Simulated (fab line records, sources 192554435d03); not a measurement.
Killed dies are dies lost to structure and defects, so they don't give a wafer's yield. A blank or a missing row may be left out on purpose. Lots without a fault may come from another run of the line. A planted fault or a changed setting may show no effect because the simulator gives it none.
Chamber matching | flow n5_finfet | N5_DUMMY_GATE_CMP_04 on cmp-02: 4 sister chambers
The step polishes a-Si. 18 wafers are shown with their chamber, then 9 later ones without.

WAFERS WITH THEIR CHAMBER
wafer  | chamber | motor_current_A (A) | slurry_filter_dp_kPa (kPa) | time_to_endpoint_s (s)
L077.1 | 1       | 9.8                 | 13.52                      | 9.0
L077.3 | 3       | 8.8                 | 13.33                      | 10.9
L077.4 | 2       | 9.9                 | 13.68                      | 10.8
L080.1 | 3       | 8.8                 | 13.25                      | 12.4
L080.2 | 1       | 10.2                | 13.62                      | 12.2
L080.4 | 2       | 9.9                 | 13.72                      | 17.2
L081.1 | 0       | 11.4                | 13.37                      | 13.4
L081.3 | 3       | 8.5                 | 13.52                      | 15.3
L081.6 | 1       | 9.9                 | 13.51                      | 11.7
L082.1 | 2       | 10.0                | 13.67                      | 16.2
L082.3 | 0       | 11.4                | 13.52                      | 12.6
L082.5 | 1       | 10.2                | 13.30                      | 12.1
L087.1 | 2       | 11.0                | 13.65                      | 11.2
L087.2 | 0       | 10.8                | 13.58                      | 13.2
L087.5 | 3       | 8.9                 | 13.72                      | 12.6
L088.2 | 0       | 10.9                | 13.37                      | 11.1
L088.4 | 2       | 9.9                 | 13.47                      | 10.5
L088.5 | 2       | 10.7                | 13.48                      | 12.9

SIGNATURES (means of the wafers above)
reading              | chamber 0 | chamber 1 | chamber 2 | chamber 3 | scatter within a chamber
motor_current_A      | 11.125    | 10.025    | 10.233    | 8.750     | 0.35
slurry_filter_dp_kPa | 13.4600   | 13.4875   | 13.6117   | 13.4550   | 0.141
time_to_endpoint_s   | 12.575    | 11.250    | 13.133    | 12.800    | 2.11
Rule: a wafer's distance from a chamber is the root of the sum, over the readings, of the square of ((its reading less the chamber's mean) divided by the reading's scatter). The wafer belongs to the nearest chamber; if the next one is less than 2 further off, it can't be placed. The scatter: the root of (the sum of the squares of (reading less its chamber's mean) over the shown wafers, divided by (wafers less chambers)).

WAFERS WITHOUT THEIR CHAMBER
wafer  | motor_current_A (A) | slurry_filter_dp_kPa (kPa) | time_to_endpoint_s (s)
L092.1 | 10.4                | 13.31                      | 15.1
L092.3 | 8.8                 | 13.67                      | 15.8
L092.4 | 10.8                | 13.39                      | 14.7
L094.1 | 11.1                | 13.68                      | 13.2
L094.2 | 8.8                 | 13.59                      | 16.0
L094.6 | 10.1                | 13.68                      | 11.6
L096.1 | 10.1                | 13.49                      | 14.4
L096.2 | 9.9                 | 13.59                      | 12.5
L096.4 | 11.0                | 13.50                      | 15.0

WHICH CHAMBER EACH WENT THROUGH
wafer  | from the rows above          | in truth
L092.1 | can't be placed: 2 or 1 or 0 | 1
L092.3 | 3                            | 3
L092.4 | can't be placed: 0 or 2 or 1 | 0
L094.1 | can't be placed: 0 or 2 or 1 | 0
L094.2 | 3                            | 3
L094.6 | can't be placed: 2 or 1      | 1
L096.1 | can't be placed: 2 or 1 or 0 | 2
L096.2 | can't be placed: 1 or 2      | 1
L096.4 | can't be placed: 0 or 2      | 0
Placed correctly: 2 of 9. Can't be placed from these rows: 7 (the true chamber is among the candidates in 7). Placed wrongly: 0.
